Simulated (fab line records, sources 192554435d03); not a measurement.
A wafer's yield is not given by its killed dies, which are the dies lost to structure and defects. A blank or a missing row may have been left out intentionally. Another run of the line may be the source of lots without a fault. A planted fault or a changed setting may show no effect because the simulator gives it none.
Which of the tools did it? / flow n5 finfet / 12 lots with 36 wafers sampled at 2 steps, on a route of 1938 steps

WHAT EACH GAUGE READ, for each wafer
N5_PMOS_HMC_CHANNEL_EPI_INSPECT_30: inspects for defects (darkfield).
lot=L075; measured=day 2 04:04; on=defect inspect-02; raw defect count=21 23 30
lot=L077; measured=day 2 15:46; on=defect inspect-01; raw defect count=34 14 23
lot=L079; measured=day 3 02:29; on=defect inspect-01; raw defect count=16 13 13
lot=L081; measured=day 3 14:41; on=defect inspect-01; raw defect count=10 17 29
lot=L083; measured=day 4 02:59; on=defect inspect-01; raw defect count=15 20 25
lot=L085; measured=day 4 14:26; on=defect inspect-01; raw defect count=13 23 13
lot=L087; measured=day 5 02:47; on=defect inspect-02; raw defect count=36 11 34
lot=L089; measured=day 5 14:52; on=defect inspect-01; raw defect count=15 22 9
lot=L091; measured=day 6 02:23; on=defect inspect-01; raw defect count=25 25 23
lot=L093; measured=day 6 14:25; on=defect inspect-02; raw defect count=17 21 30
lot=L095; measured=day 7 02:33; on=defect inspect-02; raw defect count=16 20 16
lot=L097; measured=day 7 14:09; on=defect inspect-01; raw defect count=14 18 14

WHAT TOOL EACH LOT RAN ON (gives the tool, then ch and the chambers of the sampled wafers, and finally the start)
lot=L075; N5_WELL_APT_EPI_41=epi rpcvd-02 ch 0, day 1 23:56
lot=L077; N5_WELL_APT_EPI_41=epi rpcvd-02 ch 0, day 2 11:51
lot=L079; N5_WELL_APT_EPI_41=epi rpcvd-03 ch 0, day 2 22:38
lot=L081; N5_WELL_APT_EPI_41=epi rpcvd-02 ch 0, day 3 10:54
lot=L083; N5_WELL_APT_EPI_41=epi rpcvd-02 ch 0, day 3 23:02
lot=L085; N5_WELL_APT_EPI_41=epi rpcvd-02 ch 0, day 4 10:05
lot=L087; N5_WELL_APT_EPI_41=epi rpcvd-03 ch 0, day 4 22:11
lot=L089; N5_WELL_APT_EPI_41=epi rpcvd-02 ch 0, day 5 10:32
lot=L091; N5_WELL_APT_EPI_41=epi rpcvd-03 ch 0, day 5 22:04
lot=L093; N5_WELL_APT_EPI_41=epi rpcvd-04 ch 0, day 6 10:27
lot=L095; N5_WELL_APT_EPI_41=epi rpcvd-04 ch 0, day 6 22:20
lot=L097; N5_WELL_APT_EPI_41=epi rpcvd-04 ch 0, day 7 09:49
- N5_WELL_APT_EPI_41: deposits Si from SiH4/H2, target thk 50 nm, time 297.7 s.

THE ANSWER, worked out from the rows above alone
Rule: the lots themselves supply what counts as usual. The widest of any qualifying gaps counts: lots, ordered by their means at a reading, are off when they make up no more than a third of the lots, leave a main group of 4 or more, and stand apart from it by 3 or more times the standard deviation of that group's means. A main group is skipped when, at the precision printed for the reading in the tables above, its means are all equal. A lot without any number at a reading at which 4 lots or more have one is off too. Where the step has rows for the other lots, those lots are counted as sound.
No lot is off at any reading shown: from this, nothing can be told.

WHAT THE SIMULATOR HAD PUT IN
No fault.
